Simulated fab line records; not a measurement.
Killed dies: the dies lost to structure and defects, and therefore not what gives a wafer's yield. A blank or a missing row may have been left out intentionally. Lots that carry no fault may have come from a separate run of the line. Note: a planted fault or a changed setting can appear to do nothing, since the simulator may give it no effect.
fab line records -- flow n5-finfet
record lots=6, wafers=18, last-day=17
route steps=1938 shown BEOL_M10@1497
lots that met no fault: taken from a fault-free run of the same line
start-h: the number of hours between the record's first day and the start of the first shown wafer of the lot -- wait-h: hours elapsed since this lot's preceding step -- " as in the row above -- L1.1+2: a single row standing in for several wafers -- - no value present, or no start provided -- * or withheld: withheld -- < > ~ a bound
route shown NAME@n: names a module that has steps shown in the file, with the first one's number in the route -- usual: average and standard deviation across the fault-free wafers -- same: alike in all rows -- chamber/n: place in a boat -- sites: the reading at each site -- _std_site: standard deviation across them -- _edge_site: inner sites' mean taken away from outer sites' mean -- radius-mm: for every site, how far away it sits from the centre of the wafer -- mask NAME#n: copy n -- behind: tool/chamber where the wafer was last shaped -- hold: reason for holding the lot/hours on hold/outcome of the hold -- device: whichever transistor did not switch (one of n, p or np) -- end of line: at the end of the route, the tests of the same wafers -- step lacking rows: just its recipe -- killed: dies lost to structure and defects at the first sort, not the wafer's yield -- map: a wafer's dies, marking killed ones x, the rest . and places with no die _
set.NAME: the run value of the setting; set.NAME@STEP: its run value at that earlier step -- model.NAME: the simulator's own value behind a step, which no gauge read
lots at selected steps of the route; one table per step, one row per wafer
services: when a tool's chamber went out of use (start-h, in hours from the record's first day, below 0 if earlier), for how many hours, and the reason
## steps
# step N5_BEOL_M10_EBR_24
# recipe solvent=PGMEA, ebr-width-mm=1.5
# step N5_BEOL_M10_SOFTBAKE_23
# recipe temp-c=110, time-s=60, resist=CAR-ArF
# step N5_BEOL_M10_EXPOSE_25
# recipe mask-id=V9, na=1.35, source-shape=annular, sigma-inner=0.5, sigma-outer=0.8, polarization=unpolarized, dose-mj=85.5
# step N5_BEOL_M10_PEB_26
# recipe peb-temp-c=withheld, peb-time-s=60, resist=CAR-ArF
# step N5_BEOL_M10_DEVELOP_27
# recipe develop-time-s=30, developer=TMAH, resist=CAR-ArF, rinse-liquid=diw, dry=air-spin, dev-temp-c=23
# step N5_BEOL_M10_CD_MEAS_28
# recipe target-cd-nm=70, landing-energy-ev=500, detector=se-inlens, polarity=opening
# usual cd-nm=69.9/0.91
# same landing-energy-ev=500
lot.wafer,tool,chamber,start-h,wait-h,cd-nm
L930.1,cd-sem-03,0,232.79,-,70.4
L930.5,cd-sem-03,0,232.79,-,70.7
L930.6,cd-sem-03,0,232.79,-,69.9
L937.1,cd-sem-01,0,277.04,-,71.8
L937.4,cd-sem-01,0,277.04,-,71.4
L937.6,cd-sem-01,0,277.04,-,69.1
L942.1,cd-sem-02,0,308.14,-,69.9
L942.2,cd-sem-02,0,308.14,-,71.1
L942.6,cd-sem-02,0,308.14,-,72.5
L945.1,cd-sem-02,0,314.85,-,71.3
L945.2,cd-sem-02,0,314.85,-,70.7
L945.6,cd-sem-02,0,314.85,-,70.6
L948.3,cd-sem-01,0,344.46,-,70.8
L948.4,cd-sem-01,0,344.46,-,69.4
L948.6,cd-sem-01,0,344.46,-,68.6
L951.1,cd-sem-01,0,359.69,-,70.1
L951.3,cd-sem-01,0,359.69,-,70.8
L951.4,cd-sem-01,0,359.69,-,70.4
# step N5_BEOL_M10_OVL_MEAS_29
# recipe points-per-wafer=44
# usual V9_OVL=0.0/0.85
lot.wafer,tool,chamber,start-h,wait-h,V9_OVL[nm]
L930.1,overlay-01,0,232.82,0.0,0.5
L930.5,overlay-01,0,232.82,0.0,0.5
L930.6,overlay-01,0,232.82,0.0,-0.1
L937.1,overlay-01,0,277.07,0.0,0.4
L937.4,overlay-01,0,277.07,0.0,0.1
L937.6,overlay-01,0,277.07,0.0,0.5
L942.1,overlay-01,0,308.17,0.0,1.6
L942.2,overlay-01,0,308.17,0.0,1.7
L942.6,overlay-01,0,308.17,0.0,1.2
L945.1,overlay-01,0,314.88,0.0,-1.3
L945.2,overlay-01,0,314.88,0.0,-0.8
L945.6,overlay-01,0,314.88,0.0,0.2
L948.3,overlay-02,0,344.49,0.0,-1.1
L948.4,overlay-02,0,344.49,0.0,-0.8
L948.6,overlay-02,0,344.49,0.0,-0.3
L951.1,overlay-02,0,359.72,0.0,-0.6
L951.3,overlay-02,0,359.72,0.0,-0.8
L951.4,overlay-02,0,359.72,0.0,-0.7
# step N5_BEOL_M10_INSPECT_30
# recipe mode=adi, inspect-instrument=brightfield
# usual raw-defect-count=430/90
lot.wafer,tool,chamber,start-h,wait-h,raw-defect-count
L930.1,defect-inspect-02,-,232.84,0.0,445
L930.5,defect-inspect-02,-,232.84,0.0,366
L930.6,defect-inspect-02,-,232.84,0.0,412
L937.1,defect-inspect-01,-,277.09,0.0,462
L937.4,defect-inspect-01,-,277.09,0.0,464
L937.6,defect-inspect-01,-,277.09,0.0,397
L942.1,defect-inspect-02,-,308.20,0.0,353
L942.2,defect-inspect-02,-,308.20,0.0,365
L942.6,defect-inspect-02,-,308.20,0.0,416
L945.1,defect-inspect-01,-,314.90,0.0,407
L945.2,defect-inspect-01,-,314.90,0.0,434
L945.6,defect-inspect-01,-,314.90,0.0,416
L948.3,defect-inspect-02,-,344.51,0.0,599
L948.4,defect-inspect-02,-,344.51,0.0,501
L948.6,defect-inspect-02,-,344.51,0.0,549
L951.1,defect-inspect-02,-,359.74,0.0,406
L951.3,defect-inspect-02,-,359.74,0.0,385
L951.4,defect-inspect-02,-,359.74,0.0,510
# step N5_BEOL_M10_DESCUM_33
# recipe chemistry=O2, time-s=7.9, source-power-w=50, bias-power-w=20, pressure-mtorr=20, rf-frequency-hz=2.712e+07, temp-c=40, resist=CAR-ArF, o2-flow-sccm=225
# usual drypump-motor-current-A=5.7/0.35, oes-product-au=0.78/0.1, rf-fwd-power-W=49.30/0.24, rf-vpp-V=243.4/1.4, showerhead-plenum-p-Torr=2.10/0.088, throttle-valve-pct=20.41/0.26
# same time-s=7.9
lot.wafer,tool,chamber,start-h,wait-h,drypump-motor-current-A,oes-product-au,rf-fwd-power-W,rf-hours-counter-h,rf-vpp-V,showerhead-plenum-p-Torr,throttle-valve-pct
L930.1,rie-diel-06,3,232.91,0.1,5.2,0.74,49.48,185,241.0,1.99,20.22
L930.5,rie-diel-06,1,232.91,0.1,5.5,0.72,49.74,-,242.2,2.08,20.86
L930.6,rie-diel-06,2,232.91,0.1,6.3,0.95,49.48,-,244.2,2.22,20.16
L937.1,rie-diel-03,3,277.12,0.0,5.9,0.81,49.56,86,244.7,2.23,20.51
L937.4,rie-diel-03,1,277.12,0.0,5.3,0.68,49.64,-,244.0,2.15,20.47
L937.6,rie-diel-03,0,277.12,0.0,5.5,0.74,48.94,-,241.5,1.98,20.41
L942.1,rie-diel-06,3,308.23,0.0,5.2,0.73,49.43,215,242.1,1.98,20.27
L942.2,rie-diel-06,2,308.23,0.0,6.3,0.88,49.41,38,245.3,2.21,20.18
L942.6,rie-diel-06,0,308.23,0.0,5.8,0.70,49.13,-,243.5,2.15,20.61
L945.1,rie-diel-06,0,314.94,0.0,5.8,0.69,49.34,228,243.1,2.15,20.62
L945.2,rie-diel-06,3,314.94,0.0,5.2,0.71,49.30,218,241.2,1.98,20.26
L945.6,rie-diel-06,2,314.94,0.0,6.3,0.88,49.37,-,245.4,2.21,20.19
L948.3,rie-diel-03,3,344.83,0.3,5.9,0.79,49.44,110,244.6,2.22,20.54
L948.4,rie-diel-03,2,344.83,0.3,6.1,0.89,49.34,-,241.9,2.05,19.99
L948.6,rie-diel-03,0,344.83,0.3,5.5,0.73,48.85,-,241.2,1.97,20.45
L951.1,rie-diel-02,3,360.15,0.4,5.6,0.97,49.18,3,242.1,2.05,20.70
L951.3,rie-diel-02,1,360.15,0.4,5.9,0.94,49.29,13,243.5,2.14,20.33
L951.4,rie-diel-02,0,360.15,0.4,5.6,0.91,49.29,22,242.9,2.06,20.26
# step N5_BEOL_M10_ETCH_65
# recipe chemistry=CF4, target=SiARC, target-depth-a=390, mask-material=CAR-ArF, time-s=65, ion-energy-ev=80, pressure-mtorr=40, source-w=545, bias-w=36, Ar_flow_sccm=100, cf4-flow-sccm=100, ends=cleared
# usual cf4-flow-sccm=100.0/0.31, drypump-motor-current-A=5.7/0.35, etch-rf-on-time-s=64.6/1.2, oes-product-au=0.67/0.085, rf-fwd-power-W=537.4/2.9, rf-vpp-V=184.1/1.3, showerhead-plenum-p-Torr=2.15/0.084, throttle-valve-pct=15.64/0.24
lot.wafer,tool,chamber,start-h,wait-h,cf4-flow-sccm,drypump-motor-current-A,etch-rf-on-time-s,oes-product-au,rf-fwd-power-W,rf-hours-counter-h,rf-vpp-V,showerhead-plenum-p-Torr,throttle-valve-pct
L930.1,rie-diel-06,3,232.95,0.0,100.3,5.2,65.2,0.62,535.3,185,182.8,2.04,15.46
L930.5,rie-diel-06,1,232.95,0.0,100.2,5.4,66.0,0.61,542.7,-,183.4,2.12,15.97
L930.6,rie-diel-06,2,232.95,0.0,100.4,6.3,63.2,0.81,535.0,-,185.1,2.29,15.44
L937.1,rie-diel-03,3,277.16,0.0,100.4,5.9,65.4,0.69,540.3,86,184.2,2.25,15.54
L937.4,rie-diel-03,1,277.16,0.0,99.8,5.3,63.5,0.59,542.1,-,184.7,2.20,15.70
L937.6,rie-diel-03,0,277.16,0.0,100.2,5.5,64.3,0.63,531.4,-,183.4,2.05,15.72
L942.1,rie-diel-06,3,308.26,0.0,99.8,5.2,65.0,0.60,532.4,215,183.0,2.03,15.49
L942.2,rie-diel-06,2,308.26,0.0,100.6,6.3,63.5,0.76,535.6,38,183.8,2.28,15.49
L942.6,rie-diel-06,0,308.26,0.0,100.3,5.8,64.4,0.60,534.4,-,184.7,2.20,15.82
L945.1,rie-diel-06,0,314.97,0.0,99.9,5.8,64.1,0.60,539.0,228,185.4,2.20,15.82
L945.2,rie-diel-06,3,314.97,0.0,100.0,5.2,64.4,0.60,536.7,218,181.9,2.03,15.51
L945.6,rie-diel-06,2,314.97,0.0,100.4,6.3,64.0,0.75,536.8,-,185.6,2.28,15.51
L948.3,rie-diel-03,3,344.86,0.0,100.5,5.9,66.0,0.68,537.6,110,185.3,2.24,15.57
L948.4,rie-diel-03,2,344.86,0.0,99.6,6.1,66.2,0.76,539.7,-,182.9,2.11,15.22
L948.6,rie-diel-03,0,344.86,0.0,100.2,5.6,64.8,0.62,534.2,-,183.6,2.04,15.77
L951.1,rie-diel-02,3,360.19,0.0,100.2,5.6,64.5,0.83,534.6,3,183.6,2.10,15.73
L951.3,rie-diel-02,1,360.19,0.0,99.5,5.9,64.2,0.81,536.8,13,184.1,2.19,15.48
L951.4,rie-diel-02,0,360.19,0.0,99.6,5.6,66.0,0.76,536.4,22,183.7,2.11,15.33
# step N5_BEOL_M10_ETCH_66
# recipe chemistry=N2/H2, target=SOC, target-depth-a=1200, overetch-a=240, mask-material=SiARC, temp-c=40, time-s=180, ion-energy-ev=200, pressure-mtorr=30, source-w=840, bias-w=150, n2-flow-sccm=200, h2-flow-sccm=200
# usual drypump-motor-current-A=5.7/0.35, n2-flow-sccm=200.0/0.61, oes-product-au=0.63/0.078, rf-fwd-power-W=836.4/2.6, rf-vpp-V=524.1/2.8, run-length-s=203.3/0.48, showerhead-plenum-p-Torr=2.56/0.1, throttle-valve-pct=17.87/0.26
# same time-s=180
lot.wafer,tool,chamber,start-h,wait-h,drypump-motor-current-A,n2-flow-sccm,oes-product-au,rf-fwd-power-W,rf-hours-counter-h,rf-vpp-V,run-length-s,showerhead-plenum-p-Torr,throttle-valve-pct
L930.1,rie-diel-06,3,233.00,0.0,5.2,200.4,0.59,833.5,185,519.7,203.3,2.42,17.64
L930.5,rie-diel-06,1,233.00,0.0,5.4,200.4,0.58,840.3,-,522.4,204.2,2.52,18.22
L930.6,rie-diel-06,2,233.00,0.0,6.2,200.2,0.75,837.4,-,528.5,203.4,2.72,17.58
L937.1,rie-diel-03,3,277.21,0.0,5.9,200.0,0.66,834.2,86,527.9,203.1,2.68,17.81
L937.4,rie-diel-03,1,277.21,0.0,5.3,199.8,0.54,835.4,-,524.6,203.2,2.61,17.95
L937.6,rie-diel-03,0,277.21,0.0,5.5,200.5,0.60,834.6,-,521.4,202.9,2.44,18.14
L942.1,rie-diel-06,3,308.31,0.0,5.2,200.4,0.57,835.6,215,520.5,203.7,2.41,17.67
L942.2,rie-diel-06,2,308.31,0.0,6.3,200.5,0.70,841.4,38,528.5,203.3,2.70,17.61
L942.6,rie-diel-06,0,308.31,0.0,5.8,200.7,0.57,833.7,-,526.8,202.5,2.63,18.08
L945.1,rie-diel-06,0,315.02,0.0,5.8,199.9,0.56,836.6,228,527.2,202.8,2.63,18.08
L945.2,rie-diel-06,3,315.02,0.0,5.2,200.3,0.56,837.5,218,519.2,203.5,2.41,17.68
L945.6,rie-diel-06,2,315.02,0.0,6.3,200.0,0.70,832.4,-,527.6,203.2,2.70,17.61
L948.3,rie-diel-03,3,344.91,0.0,5.9,201.2,0.64,840.2,110,528.6,202.9,2.67,17.84
L948.4,rie-diel-03,2,344.91,0.0,6.1,199.6,0.72,838.8,-,523.6,203.3,2.49,17.49
L948.6,rie-diel-03,0,344.91,0.0,5.6,199.7,0.59,833.0,-,521.7,203.1,2.43,18.19
L951.1,rie-diel-02,3,360.24,0.0,5.6,199.1,0.80,838.5,3,521.9,203.5,2.48,17.97
L951.3,rie-diel-02,1,360.24,0.0,5.8,199.4,0.77,833.8,13,524.9,203.6,2.60,17.77
L951.4,rie-diel-02,0,360.24,0.0,5.6,199.8,0.72,835.9,22,523.3,203.0,2.48,17.41
# step N5_BEOL_M10_STRIP_69
# recipe chemistry=N2/H2, temp-c=40, n2-flow-sccm=200, h2-flow-sccm=200, rf-frequency-hz=6e+07
# step N5_BEOL_M10_VIA_ETCH_34
# recipe chemistry=C4F6/O2, target=SiCOH_lowk, target-depth-a=1845, mask-material=SOC, taper-deg=4, time-s=69.2, ion-energy-ev=250, pressure-mtorr=30, source-w=345, bias-w=185, Ar_flow_sccm=300, C4F6_flow_sccm=10, O2_flow_sccm=10
# usual drypump-motor-current-A=5.7/0.35, oes_f_703_au=0.79/0.098, oes_o_777_au=0.79/0.1, oes-product-au=0.78/0.1, rf-fwd-power-W=341.7/1.3, rf-vpp-V=662/12, run-length-s=92.5/0.44, showerhead-plenum-p-Torr=2.85/0.11, throttle-valve-pct=20.88/0.24
lot.wafer,tool,chamber,start-h,wait-h,drypump-motor-current-A,oes_f_703_au,oes_o_777_au,oes-product-au,rf-fwd-power-W,rf-hours-counter-h,rf-vpp-V,run-length-s,showerhead-plenum-p-Torr,throttle-valve-pct,model.etch.depth-nm,model.SOC_of_BEOL_M10_COAT_63.thk-nm
L930.1,rie-diel-06,3,233.12,0.0,5.2,0.72,0.72,0.72,342.7,185,654,92.9,2.71,20.61,181.7,92.2
L930.5,rie-diel-06,1,233.12,0.0,5.4,0.70,0.71,0.71,343.5,-,691,93.1,2.82,21.29,180.9,92
L930.6,rie-diel-06,2,233.12,0.0,6.3,0.94,0.94,0.93,341.6,-,663,92.6,3.04,20.80,185.1,92.2
L937.1,rie-diel-03,3,277.33,0.0,5.9,0.83,0.83,0.80,342.1,86,671,92.1,2.97,20.73,179.4,92
L937.4,rie-diel-03,1,277.33,0.0,5.3,0.71,0.69,0.67,342.8,-,641,91.8,2.91,20.90,182.4,92
L937.6,rie-diel-03,0,277.33,0.0,5.6,0.75,0.74,0.74,339.6,-,658,92.5,2.72,20.97,182.2,92.2
L942.1,rie-diel-06,3,308.44,0.0,5.2,0.70,0.69,0.71,340.5,215,654,92.6,2.69,20.65,186.9,91.6
L942.2,rie-diel-06,2,308.44,0.0,6.3,0.88,0.87,0.88,341.1,38,664,92.5,3.03,20.81,185.9,92
L942.6,rie-diel-06,0,308.44,0.0,5.8,0.72,0.71,0.71,-,-,659,86.6,2.93,21.10,170.1,92.8
L945.1,rie-diel-06,0,315.15,0.0,5.8,0.72,0.70,0.71,-,228,658,86.0,2.93,21.10,170.2,92.2
L945.2,rie-diel-06,3,315.15,0.0,5.3,0.70,0.70,0.71,340.4,218,654,92.4,2.69,20.66,187.9,91.8
L945.6,rie-diel-06,2,315.15,0.0,6.3,0.89,0.87,0.88,340.3,-,662,92.4,3.03,20.84,187,91.8
L948.3,rie-diel-03,3,345.04,0.0,5.9,0.80,0.82,0.79,342.0,110,670,92.2,2.96,20.77,181.7,92.6
L948.4,rie-diel-03,2,345.04,0.0,6.1,0.90,0.91,0.89,343.0,-,651,92.5,2.80,20.53,183.8,92.2
L948.6,rie-diel-03,0,345.04,0.0,5.6,0.73,0.72,0.73,339.4,-,658,92.4,2.71,21.01,186.2,92.2
L951.1,rie-diel-02,3,360.36,0.0,5.6,0.99,0.98,0.99,341.1,3,660,93.0,2.79,21.14,187,92.2
L951.3,rie-diel-02,1,360.36,0.0,5.9,0.95,0.96,0.96,341.4,13,675,92.9,2.89,20.74,188,92
L951.4,rie-diel-02,0,360.36,0.0,5.6,0.86,0.89,0.89,341.1,22,665,92.2,2.79,20.59,185.8,92
# step N5_BEOL_M10_STRIP_73
# recipe chemistry=C4F6/O2, resist=SiARC, rf-frequency-hz=6e+07
## services
tool,chamber,start-h,hours,kind
rie-diel-03,3,225.89,3.9,repair
rie-diel-02,2,241.87,-,clean
rie-diel-02,2,241.87,-,consumable-replace:focus-ring
rie-diel-02,2,241.87,24.2,scheduled-down
rie-diel-02,2,241.87,24.2,vent-cycle
rie-diel-03,2,256.56,-,clean
rie-diel-03,2,256.56,-,consumable-replace:focus-ring
rie-diel-03,2,256.56,32.4,scheduled-down
rie-diel-03,2,256.56,32.4,vent-cycle
rie-diel-06,2,279.68,6.7,repair
rie-diel-02,0,290.62,-,clean
rie-diel-02,0,290.62,-,consumable-replace:focus-ring
rie-diel-02,0,290.62,26.0,scheduled-down
rie-diel-02,0,290.62,26.0,vent-cycle
rie-diel-06,1,303.13,-,clean
rie-diel-06,1,303.13,-,consumable-replace:focus-ring
rie-diel-06,1,303.13,17.1,scheduled-down
rie-diel-06,1,303.13,17.1,vent-cycle
rie-diel-02,1,316.83,-,clean
rie-diel-03,1,337.73,-,clean
rie-diel-03,1,337.73,-,consumable-replace:focus-ring
rie-diel-03,1,337.73,17.7,scheduled-down
rie-diel-03,1,337.73,17.7,vent-cycle
rie-diel-03,-,355.55,2.2,repair
## key
first-sign step=N5_BEOL_M10_VIA_ETCH_34, reading=run-length-s, direction=down, sigmas=14, usual=*, struck=*
effect none on later readings
model-effect step=N5_BEOL_M10_VIA_ETCH_34, value=etch.depth-nm, without=185.5, struck=170.2
met-at N5_BEOL_M10_VIA_ETCH_34
struck-wafers L942.6,L945.1
fault kind=process-parameter-drift, tool=rie-diel-06, chamber=0, onset-h=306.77, steps=N5_BEOL_M10_VIA_ETCH_34, channel=time-s, offset=*, shape=step, acts-in=*, stated=*
